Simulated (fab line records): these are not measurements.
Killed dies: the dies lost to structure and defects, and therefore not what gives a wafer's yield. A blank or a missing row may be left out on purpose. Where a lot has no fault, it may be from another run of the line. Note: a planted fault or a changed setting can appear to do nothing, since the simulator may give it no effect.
Split-lot trial	flow n5 finfet	21 wafers read across 7 lots, on a route 1938 steps long

ABOUT THE SPLIT
At N5_SD_EPI_P_COAT_34 (time 60 s, resist thk 350 nm), the setting spin rpm was moved away from the recipe's 1500 rpm on 6 of the 21 wafers read, by -8.7% to +6.8%. For the rest of the wafers, this setting stayed at what the recipe calls for.

The split's own step is where the reading is taken.

THE READING
SOC_of_SD_EPI_P_COAT_34.thk nm (the simulator's own value, which no gauge read), in nm, at N5_SD_EPI_P_COAT_34 (time 60 s, resist thk 350 nm). There is no usual value for it anywhere in the file. Average 350.2 nm, standard deviation 0.97 nm, over the 15 wafers here run with the recipe.

wafer	tool, chamber at the split	spin rpm as run, rpm	against the recipe	SOC_of_SD_EPI_P_COAT_34.thk nm, nm	against lot-mates on the recipe
L074.1	litho track-03, 0	1500	recipe	351	-
L074.2	litho track-03, 0	1602	+6.8%	339	-12.0
L074.4	litho track-03, 0	1602	+6.8%	338	-13.0
L075.2	litho track-04, 0	1500	recipe	351.4	-
L075.4	litho track-04, 0	1594	+6.3%	341.4	-10.0
L075.6	litho track-04, 0	1594	+6.3%	341	-10.4
L082.2	litho track-02, 0	1369	-8.7%	365.4	+17.2
L082.3	litho track-02, 0	1369	-8.7%	364	+15.8
L082.4	litho track-02, 0	1500	recipe	348.2	-
L085.2	litho track-04, 0	1500	recipe	350.2	-
L085.4	litho track-04, 0	1500	recipe	350	-
L085.5	litho track-04, 0	1500	recipe	351.2	-
L088.2	litho track-04, 0	1500	recipe	351.2	-
L088.6	litho track-04, 0	1500	recipe	351.2	-
L088.4	litho track-04, 0	1500	recipe	351.4	-
L091.1	litho track-02, 0	1500	recipe	350	-
L091.2	litho track-02, 0	1500	recipe	350	-
L091.6	litho track-02, 0	1500	recipe	350	-
L097.2	litho track-03, 0	1500	recipe	349.2	-
L097.4	litho track-03, 0	1500	recipe	349.6	-
L097.5	litho track-03, 0	1500	recipe	348.8	-

THE FIT
A straight line over all 21 wafers: SOC_of_SD_EPI_P_COAT_34.thk nm changes by -1.63 nm for each +1% of spin rpm; r = -0.99; the points scatter about the line by 1 nm.
The same after taking each lot's own level away (the mean of its wafers on the recipe; 21 wafers): -1.82 nm for each +1%; r = -1.00; scatter 0.56 nm.
On that fit, the largest move of spin rpm shifts the reading by 16 nm.
The span of the lots' own levels, 348.20 to 351.40 nm, comes to 3.3 times the standard deviation stated above.
In other words, the slope is changed by the lot-to-lot level; the two fits disagree.
Check: with one of the wafers moved furthest among these (-8.7%) left out of the fit, the line predicts +15.5 nm for it against its lot-mates. Against them it came out at +17.2 nm.

THE OTHER SPLITS THESE WAFERS WENT THROUGH
Other splits were also applied to these wafers ahead of the reading. Each is held against what the fit with the lots' levels taken away leaves over:
other split on the same wafers	wafers away from the commonest value	r with SOC_of_SD_EPI_P_COAT_34.thk nm (lot level and that fit taken away)
N5_WELL_APT_PEB_06 peb temp c	3	+0.09
N5_WELL_APT_DEVELOP_07 develop time s	5	+0.27
N5_PMOS_HMC_CHANNEL_EPI_EXPOSE_06 dose mj	7	+0.39
N5_FIN_CUT_COAT_29 spin rpm	6	+0.09
N5_SD_EPI_N_EPI_21 epi growth time s	6	-0.31

FILE'S OWN FIT
SOC_of_SD_EPI_P_COAT_34.thk nm changes by -1.81 nm for each +1% of spin rpm, r = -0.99.
